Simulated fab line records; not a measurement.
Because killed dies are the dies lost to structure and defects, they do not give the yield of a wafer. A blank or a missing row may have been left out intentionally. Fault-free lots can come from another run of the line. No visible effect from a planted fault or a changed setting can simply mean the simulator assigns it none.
The same fault as seen by 2 desks    flow n5 finfet    only its own numbers are on each desk; what lay behind them is given at the end

== DESK OF THE TOOL OWNER: rie diel-01 ==
The tool's own readings at N5_BEOL_M0_SAQP_CUT_ETCH_46 (etches SOC in N2/H2, target depth 135 nm, overetch 27 nm, time 202.5 s): means of the sampled wafers that have a number, for each lot that ran on this tool. Marked OUT: a lot whose mean sits more than 4 standard deviations from the usual mean, which makes it out of limits; the brackets give that distance.
Columns: A = bias w at N5_BEOL_M0_SAQP_CUT_ETCH_46, usual 150.0 W; B = drypump motor current A at N5_BEOL_M0_SAQP_CUT_ETCH_46, usual 5.8 A; C = n2 flow sccm at N5_BEOL_M0_SAQP_CUT_ETCH_46, usual 200.0 sccm; D = rf fwd power W at N5_BEOL_M0_SAQP_CUT_ETCH_46, usual 838.1 W; E = rf vpp V at N5_BEOL_M0_SAQP_CUT_ETCH_46, usual 523.1 V; F = showerhead plenum p Torr at N5_BEOL_M0_SAQP_CUT_ETCH_46, usual 2.51 Torr; G = throttle valve pct at N5_BEOL_M0_SAQP_CUT_ETCH_46, usual 17.76 %
lot   first seen here  A      B    C      D      E      F     G
L992  day 7 01:59      150.1  6.1  199.3  838.8  521.8  2.46  17.67
L105  day 10 06:16     150.0  6.0  200.0  841.4  521.0  2.45  17.83
L107  day 10 15:38     150.4  6.3  199.9  836.2  521.9  2.45  17.77
Result from this desk: across the 3 lots, nothing is out of limits.

== METROLOGY DESK ==
Lot by lot, what the gauges showed, no matter which tool ran the lot: averages of those sampled wafers that carry a number. Marked OUT: a lot whose mean sits more than 4 standard deviations from the usual mean, which makes it out of limits; the brackets give that distance. Readings shown: 7 of its 10, picked as those furthest out on some lot.
Columns: A = DIBL_N at N5_BEOL_M4_RC_MEAS_101, usual 37.3 mV/V; B = DIBL_P at N5_BEOL_M4_RC_MEAS_101, usual 37.4 mV/V; C = IOFF_N at N5_BEOL_M4_RC_MEAS_101, usual 0.18 nA/um; D = IOFF_P at N5_BEOL_M4_RC_MEAS_101, usual 0.25 nA/um; E = ION_P at N5_BEOL_M4_RC_MEAS_101, usual 468 uA/um; F = VT_N at N5_BEOL_M4_RC_MEAS_101, usual 248 mV; G = VT_P at N5_BEOL_M4_RC_MEAS_101, usual -248 mV
lot   first seen here  A     B     C     D     E    F    G
L992  day 9 03:31      37.0  37.5  0.16  0.21  460  251  -252
L105  day 12 10:42     38.1  38.3  0.18  0.22  462  245  -250
L107  day 13 04:11     40.5  42.1  0.25  0.36  486  244  -242
L108  day 13 07:44     36.4  35.9  0.15  0.19  456  251  -253
Result from this desk: across the 4 lots, nothing is out of limits.

== ALL TOGETHER ==
The desk of the tool owner found nothing out of limits.
The metrology desk saw nothing out of limits.

== WHAT THE SIMULATOR HAD INSERTED ==
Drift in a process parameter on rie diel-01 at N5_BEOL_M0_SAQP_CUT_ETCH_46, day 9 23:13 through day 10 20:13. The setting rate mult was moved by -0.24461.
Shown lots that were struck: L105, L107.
